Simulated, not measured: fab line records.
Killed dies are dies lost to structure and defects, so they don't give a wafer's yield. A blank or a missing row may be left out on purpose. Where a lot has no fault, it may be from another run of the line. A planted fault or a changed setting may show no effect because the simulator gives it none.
Split-lot experiment / flow n5_finfet / 39 wafers read from 7 lots, route of 1938 steps

== ON THE SPLIT ==
At N5_SD_EPI_N_EPI_21 (deposits Si:P, time 690 s), the setting epi_growth_time_s was moved away from the recipe's 690 s on 15 of the 39 wafers read, by -58.8% to +52.5%. For the rest of the wafers, this setting stayed at what the recipe calls for.

== THE PATH FROM SPLIT TO READING: the file shows 1 step between them ==
- N5_SD_EPI_N_EPI_MEAS_23

== THE READING ==
Si-P_of_SD_EPI_N_EPI_21.thk_nm (the simulator's own value, which no gauge read), in nm, at N5_SD_EPI_N_PRECLEAN_24 (cleans in O3/DIW, time 60 s). The file does not state a usual value for it. Here, 24 wafers ran the recipe; their average is 57.9 nm with a standard deviation of 0.83 nm.

wafer=L080.1; tool, chamber at the split=epi_rpcvd-04, 0; epi_growth_time_s as run, s=690; against the recipe=recipe; Si-P_of_SD_EPI_N_EPI_21.thk_nm, nm=59.4; against lot-mates on the recipe=-
wafer=L080.2; tool, chamber at the split=epi_rpcvd-04, 0; epi_growth_time_s as run, s=284.3; against the recipe=-58.8%; Si-P_of_SD_EPI_N_EPI_21.thk_nm, nm=26.8; against lot-mates on the recipe=-32.7
wafer=L080.3; tool, chamber at the split=epi_rpcvd-04, 0; epi_growth_time_s as run, s=690; against the recipe=recipe; Si-P_of_SD_EPI_N_EPI_21.thk_nm, nm=59.8; against lot-mates on the recipe=-
wafer=L080.4; tool, chamber at the split=epi_rpcvd-04, 0; epi_growth_time_s as run, s=690; against the recipe=recipe; Si-P_of_SD_EPI_N_EPI_21.thk_nm, nm=59.2; against lot-mates on the recipe=-
wafer=L080.5; tool, chamber at the split=epi_rpcvd-04, 0; epi_growth_time_s as run, s=284.3; against the recipe=-58.8%; Si-P_of_SD_EPI_N_EPI_21.thk_nm, nm=26.2; against lot-mates on the recipe=-33.3
wafer=L080.6; tool, chamber at the split=epi_rpcvd-04, 0; epi_growth_time_s as run, s=284.3; against the recipe=-58.8%; Si-P_of_SD_EPI_N_EPI_21.thk_nm, nm=26.4; against lot-mates on the recipe=-33.1
wafer=L082.2; tool, chamber at the split=epi_rpcvd-04, 0; epi_growth_time_s as run, s=690; against the recipe=recipe; Si-P_of_SD_EPI_N_EPI_21.thk_nm, nm=58.2; against lot-mates on the recipe=-
wafer=L082.5; tool, chamber at the split=epi_rpcvd-04, 0; epi_growth_time_s as run, s=690; against the recipe=recipe; Si-P_of_SD_EPI_N_EPI_21.thk_nm, nm=58; against lot-mates on the recipe=-
wafer=L082.6; tool, chamber at the split=epi_rpcvd-04, 0; epi_growth_time_s as run, s=690; against the recipe=recipe; Si-P_of_SD_EPI_N_EPI_21.thk_nm, nm=58.4; against lot-mates on the recipe=-
wafer=L087.1; tool, chamber at the split=epi_rpcvd-04, 0; epi_growth_time_s as run, s=690; against the recipe=recipe; Si-P_of_SD_EPI_N_EPI_21.thk_nm, nm=57; against lot-mates on the recipe=-
wafer=L087.5; tool, chamber at the split=epi_rpcvd-04, 0; epi_growth_time_s as run, s=690; against the recipe=recipe; Si-P_of_SD_EPI_N_EPI_21.thk_nm, nm=57; against lot-mates on the recipe=-
wafer=L087.2; tool, chamber at the split=epi_rpcvd-04, 0; epi_growth_time_s as run, s=690; against the recipe=recipe; Si-P_of_SD_EPI_N_EPI_21.thk_nm, nm=57.4; against lot-mates on the recipe=-
wafer=L087.6; tool, chamber at the split=epi_rpcvd-04, 0; epi_growth_time_s as run, s=690; against the recipe=recipe; Si-P_of_SD_EPI_N_EPI_21.thk_nm, nm=57.4; against lot-mates on the recipe=-
wafer=L087.3; tool, chamber at the split=epi_rpcvd-04, 0; epi_growth_time_s as run, s=690; against the recipe=recipe; Si-P_of_SD_EPI_N_EPI_21.thk_nm, nm=56.4; against lot-mates on the recipe=-
wafer=L087.4; tool, chamber at the split=epi_rpcvd-04, 0; epi_growth_time_s as run, s=690; against the recipe=recipe; Si-P_of_SD_EPI_N_EPI_21.thk_nm, nm=56.2; against lot-mates on the recipe=-
wafer=L092.1; tool, chamber at the split=epi_rpcvd-02, 0; epi_growth_time_s as run, s=443.3; against the recipe=-35.8%; Si-P_of_SD_EPI_N_EPI_21.thk_nm, nm=41.4; against lot-mates on the recipe=-16.7
wafer=L092.2; tool, chamber at the split=epi_rpcvd-02, 0; epi_growth_time_s as run, s=690; against the recipe=recipe; Si-P_of_SD_EPI_N_EPI_21.thk_nm, nm=58.6; against lot-mates on the recipe=-
wafer=L092.3; tool, chamber at the split=epi_rpcvd-02, 0; epi_growth_time_s as run, s=443.3; against the recipe=-35.8%; Si-P_of_SD_EPI_N_EPI_21.thk_nm, nm=41.2; against lot-mates on the recipe=-16.9
wafer=L092.4; tool, chamber at the split=epi_rpcvd-02, 0; epi_growth_time_s as run, s=690; against the recipe=recipe; Si-P_of_SD_EPI_N_EPI_21.thk_nm, nm=58; against lot-mates on the recipe=-
wafer=L092.5; tool, chamber at the split=epi_rpcvd-02, 0; epi_growth_time_s as run, s=443.3; against the recipe=-35.8%; Si-P_of_SD_EPI_N_EPI_21.thk_nm, nm=40.8; against lot-mates on the recipe=-17.3
wafer=L092.6; tool, chamber at the split=epi_rpcvd-02, 0; epi_growth_time_s as run, s=690; against the recipe=recipe; Si-P_of_SD_EPI_N_EPI_21.thk_nm, nm=57.8; against lot-mates on the recipe=-
wafer=L095.1; tool, chamber at the split=epi_rpcvd-02, 0; epi_growth_time_s as run, s=690; against the recipe=recipe; Si-P_of_SD_EPI_N_EPI_21.thk_nm, nm=58; against lot-mates on the recipe=-
wafer=L095.5; tool, chamber at the split=epi_rpcvd-02, 0; epi_growth_time_s as run, s=690; against the recipe=recipe; Si-P_of_SD_EPI_N_EPI_21.thk_nm, nm=58; against lot-mates on the recipe=-
wafer=L095.2; tool, chamber at the split=epi_rpcvd-02, 0; epi_growth_time_s as run, s=388.8; against the recipe=-43.7%; Si-P_of_SD_EPI_N_EPI_21.thk_nm, nm=35.2; against lot-mates on the recipe=-22.7
wafer=L095.3; tool, chamber at the split=epi_rpcvd-02, 0; epi_growth_time_s as run, s=388.8; against the recipe=-43.7%; Si-P_of_SD_EPI_N_EPI_21.thk_nm, nm=35.4; against lot-mates on the recipe=-22.5
wafer=L095.4; tool, chamber at the split=epi_rpcvd-02, 0; epi_growth_time_s as run, s=388.8; against the recipe=-43.7%; Si-P_of_SD_EPI_N_EPI_21.thk_nm, nm=35.6; against lot-mates on the recipe=-22.3
wafer=L095.6; tool, chamber at the split=epi_rpcvd-02, 0; epi_growth_time_s as run, s=690; against the recipe=recipe; Si-P_of_SD_EPI_N_EPI_21.thk_nm, nm=57.8; against lot-mates on the recipe=-
wafer=L096.1; tool, chamber at the split=epi_rpcvd-02, 0; epi_growth_time_s as run, s=690; against the recipe=recipe; Si-P_of_SD_EPI_N_EPI_21.thk_nm, nm=58; against lot-mates on the recipe=-
wafer=L096.2; tool, chamber at the split=epi_rpcvd-02, 0; epi_growth_time_s as run, s=1052; against the recipe=+52.5%; Si-P_of_SD_EPI_N_EPI_21.thk_nm, nm=79; against lot-mates on the recipe=+21.0
wafer=L096.4; tool, chamber at the split=epi_rpcvd-02, 0; epi_growth_time_s as run, s=1052; against the recipe=+52.5%; Si-P_of_SD_EPI_N_EPI_21.thk_nm, nm=79; against lot-mates on the recipe=+21.0
wafer=L096.3; tool, chamber at the split=epi_rpcvd-02, 0; epi_growth_time_s as run, s=690; against the recipe=recipe; Si-P_of_SD_EPI_N_EPI_21.thk_nm, nm=57.8; against lot-mates on the recipe=-
wafer=L096.5; tool, chamber at the split=epi_rpcvd-02, 0; epi_growth_time_s as run, s=1052; against the recipe=+52.5%; Si-P_of_SD_EPI_N_EPI_21.thk_nm, nm=79.2; against lot-mates on the recipe=+21.2
wafer=L096.6; tool, chamber at the split=epi_rpcvd-02, 0; epi_growth_time_s as run, s=690; against the recipe=recipe; Si-P_of_SD_EPI_N_EPI_21.thk_nm, nm=58.2; against lot-mates on the recipe=-
wafer=L097.1; tool, chamber at the split=epi_rpcvd-02, 0; epi_growth_time_s as run, s=433.7; against the recipe=-37.1%; Si-P_of_SD_EPI_N_EPI_21.thk_nm, nm=39.2; against lot-mates on the recipe=-18.3
wafer=L097.2; tool, chamber at the split=epi_rpcvd-02, 0; epi_growth_time_s as run, s=433.7; against the recipe=-37.1%; Si-P_of_SD_EPI_N_EPI_21.thk_nm, nm=39.4; against lot-mates on the recipe=-18.1
wafer=L097.3; tool, chamber at the split=epi_rpcvd-02, 0; epi_growth_time_s as run, s=433.7; against the recipe=-37.1%; Si-P_of_SD_EPI_N_EPI_21.thk_nm, nm=38.8; against lot-mates on the recipe=-18.7
wafer=L097.4; tool, chamber at the split=epi_rpcvd-02, 0; epi_growth_time_s as run, s=690; against the recipe=recipe; Si-P_of_SD_EPI_N_EPI_21.thk_nm, nm=57.4; against lot-mates on the recipe=-
wafer=L097.6; tool, chamber at the split=epi_rpcvd-02, 0; epi_growth_time_s as run, s=690; against the recipe=recipe; Si-P_of_SD_EPI_N_EPI_21.thk_nm, nm=57.4; against lot-mates on the recipe=-
wafer=L097.5; tool, chamber at the split=epi_rpcvd-02, 0; epi_growth_time_s as run, s=690; against the recipe=recipe; Si-P_of_SD_EPI_N_EPI_21.thk_nm, nm=57.6; against lot-mates on the recipe=-

FIT RESULTS
A straight line over all 39 wafers: Si-P_of_SD_EPI_N_EPI_21.thk_nm changes by +0.478 nm for each +1% of epi_growth_time_s; r = +0.99; the points scatter about the line by 1.5 nm.
The same after taking each lot's own level away (the mean of its wafers on the recipe; 39 wafers): +0.485 nm for each +1%; r = +0.99; scatter 1.7 nm.
According to that fit, moving epi_growth_time_s by its largest amount changes the reading by 28 nm.
The span of the lots' own levels, 56.90 to 59.47 nm, comes to 3.1 times the standard deviation stated above.
The two slopes agree, so the slope changes little with the lot-to-lot level.
Check: -28.9 nm against its lot-mates is what the line predicts for one of the wafers moved furthest among these (-58.8%) when that wafer is left out of the fit. It came out at -32.7 nm against them.

== ADDITIONAL SPLITS CARRIED BY THESE WAFERS ==
Note: prior to the reading, these wafers also went through further splits. Each is held against what the fit with the lots' levels taken away leaves over:
other split on the same wafers=N5_FIN_SAQP_ALD_61 ald_cycles; wafers away from the commonest value=18; r with Si-P_of_SD_EPI_N_EPI_21.thk_nm (lot level and that fit taken away)=+0.05

== THE WHOLE CHAIN: every reading that the file lists as answering this split, in the file's order ==
step=N5_SD_EPI_N_EPI_21; what it does=deposits Si:P, time 690 s; reading=Si-P_of_SD_EPI_N_EPI_21.thk_nm (the simulator's own value, which no gauge read); change (the file's fit)=+0.497 nm for each +1% of the setting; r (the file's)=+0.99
step=N5_SD_EPI_N_EPI_MEAS_23; what it does=; reading=thk_nm; change (the file's fit)=withheld for each +1% of the setting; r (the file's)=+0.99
step=N5_SD_EPI_N_PRECLEAN_24; what it does=cleans in O3/DIW, time 60 s; reading=Si-P_of_SD_EPI_N_EPI_21.thk_nm (the simulator's own value, which no gauge read); change (the file's fit)=+0.494 nm for each +1% of the setting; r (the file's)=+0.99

== THE FILE'S OWN FIT ==
Si-P_of_SD_EPI_N_EPI_21.thk_nm changes by +0.494 nm for each +1% of epi_growth_time_s, r = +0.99.
